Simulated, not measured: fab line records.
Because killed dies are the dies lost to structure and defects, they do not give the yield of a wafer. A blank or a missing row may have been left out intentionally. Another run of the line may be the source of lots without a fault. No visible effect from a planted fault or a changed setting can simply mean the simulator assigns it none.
Matching of chambers + flow n5 finfet + ald sin-02 running N5_FIN_SAQP_SPACER2_ALD_28: 4 sister chambers
The step deposits SiO2, target thk 8.1 nm, pulse time 1 s, purge time 2 s. 8 wafers are shown with their chamber, then 7 later ones without.

== EACH WAFER AND ITS CHAMBER ==
| wafer  | chamber | heater power w (W) | precursor pulse height rel |
|--------|---------|--------------------|----------------------------|
| L085.2 | 3       | 435                | 1.021                      |
| L085.4 | 1       | 448                | 0.976                      |
| L085.5 | 2       | 506                | 1.031                      |
| L086.2 | 3       | 437                | 0.971                      |
| L086.3 | 1       | 443                | 1.033                      |
| L086.5 | 0       | 426                | 1.002                      |
| L088.1 | 0       | 428                | 1.004                      |
| L088.3 | 2       | 513                | 0.967                      |

== WAFERS WHOSE CHAMBER IS MISSING ==
| wafer  | heater power w (W) | precursor pulse height rel |
|--------|--------------------|----------------------------|
| L088.5 | 499                | 0.967                      |
| L094.1 | 498                | 0.988                      |
| L094.2 | 438                | 0.993                      |
| L094.3 | 442                | 1.016                      |
| L097.1 | 446                | 1.017                      |
| L097.3 | 509                | 1.013                      |
| L097.5 | 509                | 0.978                      |

== WHICH CHAMBER EACH ONE RAN IN ==
| wafer  | from the rows above     | in truth                   |
|--------|-------------------------|----------------------------|
| L088.5 | 2                       | 2                          |
| L094.1 | 2                       | 2                          |
| L094.2 | can't be placed: 3 or 1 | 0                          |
| L094.3 | can't be placed: 1 or 3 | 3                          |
| L097.1 | 1                       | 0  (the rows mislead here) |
| L097.3 | 2                       | 2                          |
| L097.5 | 2                       | 2                          |
Correct placement for 4 of the 7. From these rows, 2 cannot be placed; in 1 the true chamber is one of the candidates. Number placed wrongly: 1.
How it was worked out, from the rows above alone: a wafer's distance from a chamber is the root of the sum, over the readings, of the square of ((its reading less the chamber's mean) divided by the reading's scatter). The wafer belongs to the nearest chamber; if the next one is less than 2 further off, it can't be placed. Each chamber's mean is taken over the wafers shown for it. The scatter is the square root of a quotient: the sum, over the shown wafers, of each reading's squared deviation from its chamber's mean, divided by wafers minus chambers.
